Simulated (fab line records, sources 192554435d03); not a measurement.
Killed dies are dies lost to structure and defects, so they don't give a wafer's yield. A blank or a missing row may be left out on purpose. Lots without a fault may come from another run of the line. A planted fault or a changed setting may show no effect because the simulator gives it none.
Chamber matching | flow n5_finfet | N5_BEOL_M6_DESCUM_16 on rie_diel-01: 4 sister chambers
The step chemistry O2, time 7.9 s. 4 wafers are shown with their chamber, then 9 later ones without.

WAFERS WITH THEIR CHAMBER
wafer  | chamber | throttle_valve_pct (%)
L087.6 | 0       | 20.56
L089.1 | 2       | 20.65
L089.4 | 1       | 20.31
L089.6 | 3       | 20.65

WAFERS WITHOUT THEIR CHAMBER
wafer  | throttle_valve_pct (%)
L090.3 | 20.63
L090.4 | 20.57
L090.6 | 20.30
L092.3 | 20.33
L092.5 | 20.68
L092.6 | 20.66
L097.3 | 20.70
L097.4 | 20.35
L097.5 | 20.61

WHICH CHAMBER EACH WENT THROUGH
wafer  | from the rows above          | in truth
L090.3 | can't be placed: 2 or 3 or 0 | 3
L090.4 | 0                            | 0
L090.6 | 1                            | 1
L092.3 | 1                            | 1
L092.5 | can't be placed: 2 or 3      | 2
L092.6 | can't be placed: 2 or 3      | 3
L097.3 | can't be placed: 2 or 3      | 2
L097.4 | 1                            | 1
L097.5 | can't be placed: 2 or 3 or 0 | 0
Placed correctly: 4 of 9. Can't be placed from these rows: 5 (the true chamber is among the candidates in 5). Placed wrongly: 0.
How it was worked out, from the rows above alone: a wafer's distance from a chamber is the root of the sum, over the readings, of the square of ((its reading less the chamber's mean) divided by the reading's scatter). The wafer belongs to the nearest chamber; if the next one is less than 2 further off, it can't be placed. A chamber's mean is the mean of its shown wafers. The scatter: with one shown wafer a chamber, the root of the mean of the squares of how far each hidden wafer lies from its nearest shown one.
